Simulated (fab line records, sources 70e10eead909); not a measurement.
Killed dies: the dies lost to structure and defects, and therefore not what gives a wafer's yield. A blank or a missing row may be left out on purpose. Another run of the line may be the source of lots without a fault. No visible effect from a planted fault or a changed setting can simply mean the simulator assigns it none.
fab line records -- flow nand-harc
record: lots: 7, wafers: 20, last-day: 23
route steps=1159 shown THIN_TSV@1139
lots with no fault: from the same line, run without faults
start-h: hours from the record's first day to the start of the lot's first wafer shown -- wait-h: how many hours have passed since the lot's step before this one -- " unchanged from the row above -- L1.1+2: one row covering several wafers at once -- - either no value or no given start -- * or withheld: withheld -- < > ~ a bound
route shown NAME@n: NAME is a module with steps in the file, n the number in the route of the first one -- usual: mean/standard deviation of fault-free wafers -- same: alike in all rows -- chamber/n: place in a boat -- sites: readings site by site -- _std_site: standard deviation of those values -- _edge_site: outer sites' mean less inner sites' -- radius-mm: for every site, how far away it sits from the centre of the wafer -- mask NAME#n: copy n -- behind: the most recent tool/chamber to have shaped the wafer -- hold: cause of the lot's hold/its duration in hours/its outcome -- device: the transistor (n, p or np) that didn't switch -- end of line: tests run on the same wafers once the route is complete -- where a step has no rows: the recipe by itself -- killed: dies lost to structure and defects at the first sort, not the wafer's yield -- map: the dies of a wafer, with x for killed, . for not killed, _ for no die there
set.NAME: the setting the step ran with; set.NAME@STEP: the setting that earlier step ran with -- model.NAME: the simulator's own value behind a step, which no gauge read
lots at some steps of the route; a table a step, a row a wafer
services: when a tool's chamber went out of use (start-h, in hours from the record's first day, below 0 if earlier), for how many hours, and the reason
== steps ==
step: NHARC_THIN_TSV_PVD_24
recipe: target-thk-a: 8000, power-w: withheld, chamber-pressure-pa: withheld, substrate-temp-c: withheld, time-s: withheld, gas: Ar, material: Al
step: NHARC_THIN_TSV_DEHYDRATE_25
recipe: temp-c: 150, time-s: 120
step: NHARC_THIN_TSV_HMDS_26
recipe: time-s: 30
step: NHARC_THIN_TSV_COAT_27
recipe: spin-rpm: *
step: NHARC_THIN_TSV_SOFTBAKE_28
recipe: temp-c: 122, time-s: 95
step: NHARC_THIN_TSV_EBR_29
step: NHARC_THIN_TSV_EXPOSE_30
recipe: na: 0.55, dose-mj: 11.47, mask-id: PAD
step: NHARC_THIN_TSV_PEB_31
recipe: peb-temp-c: 118, peb-time-s: 85
step: NHARC_THIN_TSV_DEVELOP_32
recipe: time-s: 70
step: NHARC_THIN_TSV_CD_MEAS_33
recipe: target-cd-nm: 5000, landing-energy-ev: 500
usual: cd-nm: 5000.2/2
lot.wafer,tool,chamber,start-h,wait-h,cd-nm
L981.1,cd-sem-01,0,445.56,-,5003.1
L981.4,cd-sem-01,0,445.56,-,5000.9
L981.6,cd-sem-01,0,445.56,-,5000.9
L984.4,cd-sem-01,0,455.31,-,4999.7
L984.5,cd-sem-01,0,455.31,-,4995.8
L984.6,cd-sem-01,0,455.31,-,4999.1
L983.2,cd-sem-01,0,466.89,-,5002.3
L983.3,cd-sem-01,0,466.89,-,5004.0
L983.4,cd-sem-01,0,466.89,-,5002.3
L987.3,cd-sem-01,0,474.23,-,4998.2
L987.6,cd-sem-01,0,474.23,-,5000.6
L993.1,cd-sem-03,0,498.27,-,4998.7
L993.3,cd-sem-03,0,498.27,-,4999.6
L993.6,cd-sem-03,0,498.27,-,5000.5
L994.2,cd-sem-02,0,527.16,-,5004.2
L994.3,cd-sem-02,0,527.16,-,5001.2
L994.4,cd-sem-02,0,527.16,-,5002.2
L101.3,cd-sem-03,0,549.20,-,4999.3
L101.5,cd-sem-03,0,549.20,-,4998.9
L101.6,cd-sem-03,0,549.20,-,5000.2
step: NHARC_THIN_TSV_HARDBAKE_34
recipe: temp-c: 125, time-s: 80
step: NHARC_THIN_TSV_DESCUM_35
recipe: time-s: 3, o2-flow-sccm: 200, ar-flow-sccm: 0, bias-power-w: 0, chemistry: O2
usual: drypump-motor-current-A: 5.7/0.37, oes-product-au: 1.004/0.011, rf-vpp-V: 57.9/0.93, showerhead-plenum-p-Torr: 1.95/0.093, throttle-valve-pct: 11.312/0.0082
lot.wafer,tool,chamber,start-h,wait-h,drypump-motor-current-A,oes-product-au,rf-hours-counter-h,rf-vpp-V,showerhead-plenum-p-Torr,throttle-valve-pct
L981.1,rie-diel-11,1,445.72,-,5.7,1.012,7,56.5,1.82,11.306
L981.4,rie-diel-11,0,445.72,-,5.4,1.006,7,58.6,1.98,11.309
L981.6,rie-diel-11,1,445.72,-,5.7,1.002,-,56.5,1.82,11.313
L984.4,rie-diel-11,1,455.50,-,5.7,1.001,8,57.5,1.82,11.296
L984.5,rie-diel-11,2,455.50,-,5.8,1.018,-,58.8,2.05,11.311
L984.6,rie-diel-11,3,455.50,-,6.4,1.017,-,56.4,2.04,11.317
L983.4,rie-diel-05,1,467.08,-,5.7,1.002,8,58.4,1.95,11.306
L983.3,rie-diel-05,2,467.08,-,5.5,1.002,8,57.6,2.05,11.308
L983.2,rie-diel-05,3,467.08,-,5.3,0.987,9,57.0,1.78,11.309
L987.3,rie-diel-11,0,474.41,-,5.4,1.010,10,58.1,1.98,11.318
L987.6,rie-diel-11,3,474.41,-,6.4,1.008,-,58.2,2.04,11.311
L993.3,rie-diel-11,3,498.44,-,6.4,1.007,14,58.1,2.04,11.310
L993.1,rie-diel-11,0,498.44,-,5.3,0.998,14,57.6,1.98,11.334
L993.6,rie-diel-11,2,498.44,-,5.8,1.020,-,58.3,2.05,11.306
L994.2,rie-diel-10,2,527.32,-,5.6,0.997,12,58.0,2.05,11.329
L994.3,rie-diel-10,3,527.32,-,6.3,1.015,11,56.9,1.84,11.311
L994.4,rie-diel-10,1,527.32,-,5.2,0.998,11,57.4,1.94,11.315
L101.3,rie-diel-05,1,549.37,-,5.7,1.010,2,57.0,1.94,11.313
L101.5,rie-diel-05,0,549.37,-,6.0,1.003,-,57.5,1.94,11.297
L101.6,rie-diel-05,1,549.37,-,5.7,1.007,-,58.1,1.94,11.309
step: NHARC_THIN_TSV_ETCH_59
recipe: target-depth-a: 8800, icp-w: 900, bias-w: 100, Cl2_flow_sccm: 60, bcl3-flow-sccm: 30, time-s: 138.1, chemistry: Cl2/BCl3
usual: drypump-motor-current-A: 5.8/0.44, oes-product-au: 1.000/0.0073, run-length-s: 159.52/0.29, throttle-valve-pct: 22.263/0.0084
lot.wafer,tool,chamber,start-h,wait-h,drypump-motor-current-A,oes-product-au,rf-hours-counter-h,run-length-s,throttle-valve-pct
L981.1,rie-metal-02,0,445.90,0.2,5.1,1.004,0.7,159.23,22.256
L981.4,rie-metal-02,1,445.90,0.2,5.8,0.998,-,159.80,22.272
L981.6,rie-metal-02,0,445.90,0.2,5.1,1.006,-,159.02,22.283
L984.4,rie-metal-02,0,455.67,0.2,5.1,1.010,-,145.20,22.258
L984.5,rie-metal-02,0,455.67,0.2,5.1,1.013,-,159.30,22.270
L984.6,rie-metal-02,1,455.67,0.2,5.8,0.992,-,146.51,22.258
L983.2,rie-metal-02,1,467.19,0.1,5.8,0.985,3.1,160.00,22.257
L983.4,rie-metal-02,1,467.19,0.1,5.9,0.995,-,145.90,22.257
L983.3,rie-metal-02,0,467.19,0.1,5.1,1.006,-,158.95,22.268
L987.3,rie-metal-02,0,474.66,0.2,5.1,1.009,-,159.38,22.261
L987.6,rie-metal-02,1,474.66,0.2,5.8,0.991,-,146.04,22.261
L993.1,rie-metal-01,1,498.59,0.1,5.5,1.010,4.4,160.29,22.257
L993.3,rie-metal-01,1,498.59,0.1,5.5,1.015,-,159.58,22.267
L993.6,rie-metal-01,0,498.59,0.1,6.0,0.996,-,159.88,22.264
L994.2,rie-metal-01,0,527.50,0.2,6.1,1.002,0.2,159.75,22.252
L994.4,rie-metal-01,1,527.50,0.2,5.5,0.991,-,159.51,22.269
L994.3,rie-metal-01,0,527.50,0.2,6.1,1.005,-,159.75,22.265
L101.3,rie-metal-03,1,549.59,0.2,5.9,0.993,-,159.39,22.255
L101.6,rie-metal-03,0,549.59,0.2,6.4,0.994,-,159.78,22.265
L101.5,rie-metal-03,1,549.59,0.2,5.9,1.006,-,159.40,22.273
step: NHARC_THIN_TSV_ETCH_36
recipe: target-depth-a: 650, over-etch-frac: 0.3, time-s: 18.571, ion-energy-ev: 150, chemistry: Cl2/BCl3
usual: drypump-motor-current-A: 5.8/0.44, oes-product-au: 1.002/0.0083, run-length-s: 39.91/0.28
lot.wafer,tool,chamber,start-h,wait-h,drypump-motor-current-A,oes-product-au,rf-hours-counter-h,run-length-s
L981.1,rie-metal-02,0,446.12,0.2,5.1,1.014,0.8,39.72
L981.4,rie-metal-02,0,446.12,0.2,5.1,1.009,-,39.45
L981.6,rie-metal-02,1,446.12,0.2,5.9,0.998,-,39.94
L984.4,rie-metal-02,0,455.87,0.2,5.1,1.008,-,39.64
L984.6,rie-metal-02,0,455.87,0.2,5.1,1.002,-,39.59
L984.5,rie-metal-02,1,455.87,0.2,5.8,0.992,-,40.21
L983.2,rie-metal-02,0,467.45,0.2,5.1,1.019,1.7,39.59
L983.4,rie-metal-02,0,467.45,0.2,5.1,1.010,-,39.40
L983.3,rie-metal-02,1,467.45,0.2,5.8,0.990,-,40.16
L987.3,rie-metal-02,0,474.83,0.1,5.2,1.000,-,39.59
L987.6,rie-metal-02,1,474.83,0.1,5.8,0.989,-,40.09
L993.1,rie-metal-01,0,498.86,0.2,6.1,1.021,5.0,40.60
L993.3,rie-metal-01,1,498.86,0.2,5.5,1.015,-,40.20
L993.6,rie-metal-01,0,498.86,0.2,6.0,0.998,-,39.94
L994.2,rie-metal-01,0,527.79,0.2,6.1,1.007,0.4,40.11
L994.3,rie-metal-01,0,527.79,0.2,6.1,1.001,-,40.36
L994.4,rie-metal-01,1,527.79,0.2,5.5,0.994,-,40.10
L101.3,rie-metal-03,0,549.76,0.1,6.4,1.001,-,40.09
L101.5,rie-metal-03,1,549.76,0.1,6.0,1.001,-,39.91
L101.6,rie-metal-03,0,549.76,0.1,6.4,1.005,-,39.68
== services ==
tool,chamber,start-h,hours,kind
rie-diel-11,0,424.50,-,clean
rie-diel-11,1,424.50,-,clean
rie-diel-11,2,424.50,-,clean
rie-diel-11,3,424.50,-,clean
rie-diel-11,0,449.05,-,clean
rie-diel-11,1,449.05,-,clean
rie-diel-11,2,449.05,-,clean
rie-diel-11,3,449.05,-,clean
rie-metal-03,-,453.00,9.0,pm
rie-diel-11,2,455.87,6.0,repair
rie-diel-11,2,465.20,21.8,repair
rie-diel-11,0,473.55,-,clean
rie-diel-11,1,473.55,-,clean
rie-diel-11,3,473.55,-,clean
rie-diel-11,0,498.05,-,clean
rie-diel-11,1,498.05,-,clean
rie-metal-01,-,509.00,9.0,pm
rie-metal-01,0,509.00,9.0,vent-cycle
rie-metal-01,1,509.00,9.0,vent-cycle
rie-diel-05,-,517.60,9.0,pm
rie-metal-01,0,518.00,-,clean
rie-metal-01,1,518.00,-,clean
rie-diel-10,-,530.50,9.0,pm
rie-diel-11,-,543.50,9.0,pm
== key ==
first-sign: step: NHARC_THIN_TSV_ETCH_59, reading: run-length-s, direction: down, sigmas: 46, usual: *, struck: *
effect none on later readings
met-at NHARC_THIN_TSV_ETCH_59
struck-wafers L983.4,L984.4,L984.6,L987.6
later-rows-left-out L983.4,L984.4,L984.6,L987.6
sort-left-out L983.4,L984.4,L984.6,L987.6
onset-between 445.90 455.67
fault: kind: process-parameter-drift, tool: rie-metal-02, chamber: -, onset-h: 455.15, steps: NHARC_THIN_TSV_ETCH_59, channel: time-s, offset: *, shape: step, end-h: 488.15, scope: struck-wafers-only, acts-in: *, stated: *
sort-left-out: the simulated sort isn't trusted on such a fault, so these wafers' sort isn't shown, and their yield isn't known
later-rows-left-out: the simulator's readings of these wafers behind a module that went badly wrong aren't trusted and aren't shown, but for the sort
